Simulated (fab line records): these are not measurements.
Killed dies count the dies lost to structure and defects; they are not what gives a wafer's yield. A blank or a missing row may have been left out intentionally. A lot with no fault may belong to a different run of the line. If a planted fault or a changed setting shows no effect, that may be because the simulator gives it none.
Comparing a struck lot with a sound one -- flow n5-finfet -- 39 steps out of a route of 1938
Sound: the wafers L972.1, L972.4, L972.5. Wafers struck: L973.2, L973.4, L973.5. At the end, the cause is stated.
Per side, at each step with rows, come the tool, then ch with its chambers, and then its first start. Under that, the readings that differ: sound wafers -- struck wafers -- difference of the means -- sigmas: that difference in standard deviations of wafers without a fault.
alike: readings whose means differ by less than 2 such deviations, and words and numbers that are the same on both sides. not compared: withheld readings, readings that some wafer has no value for, bounds like >300 that may hide the same value, and numbers for which the record gives no deviation and whose values overlap.
The two part at a step that has a row with sigmas, a row that says differs or no value, or rows on one side only. When numbers do not overlap yet have no deviation, they are printed without sigmas and do not part them. A reading that every wafer of one side lacks parts them only if that side has two wafers or more.

first, 9 steps without rows for these wafers: N5_GATE_CUT_CMP_23 (polishes, stops on SiO2, t overpolish 23.4 s, target thk 16 nm); N5_GATE_CUT_CMP_43 (polishes SiO2); N5_GATE_CUT_CMP_61 (polishes, stops on SiNx, t overpolish 3 s); N5_MOL_CONTACT_COAG_COAT_103 (time 60 s, resist thk 80 nm); N5_MOL_CONTACT_COAG_COAT_104 (time 60 s, resist thk 12 nm); N5_MOL_CONTACT_COAG_COAT_58 (time 60 s, resist thk 10 nm); N5_MOL_CONTACT_COAG_COAT_02 (resist thk 30 nm); N5_MOL_CONTACT_COAG_EBR_04; N5_MOL_CONTACT_COAG_SOFTBAKE_03 (time 60 s).
N5_MOL_CONTACT_COAG_EXPOSE_05: exposes mask CA, defocus 0 nm.
  sound on euv-scanner-02 ch 0, day 6 14:20; struck on euv-scanner-01 ch 0, day 6 21:07
reading,sound,struck,difference,sigmas
exposure-dose-mJ-cm2,38.21 38.20 38.19,39.61 39.68 39.60,+1.43,+39
  alike: mask
then, 2 steps without rows for these wafers: N5_MOL_CONTACT_COAG_PEB_06 (peb time 60 s); N5_MOL_CONTACT_COAG_DEVELOP_07 (develop time 30 s).
N5_MOL_CONTACT_COAG_CD_MEAS_08: the cd target is 28 nm.
  sound on cd-sem-02 ch 0, day 6 14:28; struck on cd-sem-02 ch 0, day 6 21:15
  alike: cd-nm
then, 1 step without rows for these wafers: N5_MOL_CONTACT_COAG_DESCUM_13 (chemistry O2, time 7 s).
N5_MOL_CONTACT_COAG_ETCH_59: etches underlayer in N2/H2, target depth 13 nm, time 10.4 s.
  sound on rie-diel-02 ch 0,1,2, day 6 14:37; struck on rie-diel-05 ch 2,3, day 6 21:24
reading,sound,struck,difference,sigmas
rf-vpp-V (V),523.2 527.4 529.2,519.8 520.5 520.7,-6.3,-3
  alike: chamber-pressure-mTorr, drypump-motor-current-A, etch-rf-on-time-s, oes-product-au, showerhead-plenum-p-Torr, throttle-valve-pct
  not compared: rf-hours-counter-h, model.MOL_CONTACT_COAG.cd-offset-nm
then, 7 steps without rows for these wafers: N5_MOL_CONTACT_COAG_ETCH_105 (etches SiARC in CF4, target depth 15.6 nm, time 26 s); N5_MOL_CONTACT_COAG_ETCH_106 (etches SOC in N2/H2, target depth 80 nm, overetch 16 nm, time 120 s); N5_MOL_CONTACT_COAG_STRIP_107 (strips in N2/H2); N5_MOL_CONTACT_COAG_STRIP_108 (strips in N2/H2); N5_MOL_CONTACT_COAG_CONTACT_ETCH_14 (etches SiO2 in C4F6/O2, target depth 27.5 nm, overetch 8.5 nm, time 20 s); N5_MOL_CONTACT_COAG_STRIP_109 (strips in C4F6/O2); N5_MOL_CONTACT_COAG_ETCH_15 (etches SiNx in CH3F/O2, stops on Si:P, target depth 7 nm).
N5_MOL_CONTACT_COAG_ETCH_110: etches Si in CF4/O2, target depth 2.5 nm, time 8 s.
  sound on rie-diel-02 ch 0,1,2, day 6 14:52; struck on rie-diel-05 ch 2,3, day 6 21:38
  alike: chamber-pressure-mTorr, drypump-motor-current-A, oes-product-au, rf-vpp-V, showerhead-plenum-p-Torr, throttle-valve-pct
  not compared: rf-hours-counter-h, model.MOL_CONTACT_COAG.cd-offset-nm
then, 1 step without rows for these wafers: N5_MOL_CONTACT_COAG_STRIP_98 (strips in N2/H2).
N5_MOL_CONTACT_COAG_CD_MEAS_99: the cd target is 17.2 nm.
  sound on cd-sem-03, day 6 14:59; struck on cd-sem-03, day 6 21:46
  alike: cd-nm
then, 12 steps without rows for these wafers: N5_MOL_CONTACT_COAG_IMPLANT_129; N5_MOL_CONTACT_COAG_PRECLEAN_111 (cleans in NF3:NH3, afs cycles 1, time 20 s, sublimation time 60 s); N5_MOL_CONTACT_COAG_TI_SIL_19 (material Ti, target thk 4.2 nm, time 15 s); N5_MOL_CONTACT_COAG_ALD_20 (deposits TiN, target thk 1.5 nm, pulse time 1 s, purge time 3 s); N5_MOL_CONTACT_COAG_SIL_ANNEAL_21 (time 60 s); N5_MOL_CONTACT_COAG_PRE_CLEAN_141 (time 60 s); N5_MOL_CONTACT_COAG_SPUTTER_143 (material Co, target thk 2.5 nm); N5_MOL_CONTACT_COAG_CO_FILL_22 (material Co, precursor CCTBA/H2, target thk 20 nm); N5_MOL_CONTACT_COAG_ANNEAL_113 (time 300 s); N5_MOL_CONTACT_COAG_PRE_CLEAN_142 (time 60 s); N5_MOL_CONTACT_COAG_SPUTTER_130 (material Co, target thk 47.5 nm); N5_MOL_CONTACT_COAG_PRECLEAN_125 (cleans in DIW, time 57.5 s).
-- the record jumps here: 4 days lie between the struck wafers' starts before and after (it left off in module MOL_CONTACT_COAG and takes up again in module BEOL_M4, whose first step shown is number 1111 of the route) --
N5_BEOL_M4_RC_MEAS_101:
  sound on prober-02 ch 0, day 10 17:31; struck on prober-02 ch 0, day 10 14:55
  alike: DIBL_N, DIBL_P, IOFF_N, IOFF_P, ION_N, ION_P, RC_DENSE_N, RC_DENSE_P, RC_N, RC_P, SS_N, SS_P, VT_N, VT_P
-- a jump in the record: the struck wafers' starts before and after are 4 days apart (it breaks off in module BEOL_M4 and resumes in module PASSIVATION, where the first step shown is number 1936 of the route) --
N5_PASSIVATION_PROBE_49:
  sound on prober-02, day 15 02:34; struck on prober-02, day 14 17:09
  alike: defect-limited-yield, killed_at_M0_to_M3, killed_at_M4_up, killed-at-contacts, killed-at-front-end, killed-at-other, killed-dies, killed-on-rim, killed-open, killed-short, sort_bin_5_function, sort_bin_6_memory, sort-n-pass, sort-yield-pct

== WHERE THEY PART ==
Last at N5_MOL_CONTACT_COAG_ETCH_59 as far as this record goes, first at N5_MOL_CONTACT_COAG_EXPOSE_05. Later steps at which nothing parts them and some readings are alike: N5_MOL_CONTACT_COAG_ETCH_110, N5_MOL_CONTACT_COAG_CD_MEAS_99, N5_BEOL_M4_RC_MEAS_101, N5_PASSIVATION_PROBE_49.

WHY: what had been put in by the simulator
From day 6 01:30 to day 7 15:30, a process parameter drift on euv-scanner-01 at N5_MOL_CONTACT_COAG_EXPOSE_05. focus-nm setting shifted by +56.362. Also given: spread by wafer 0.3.
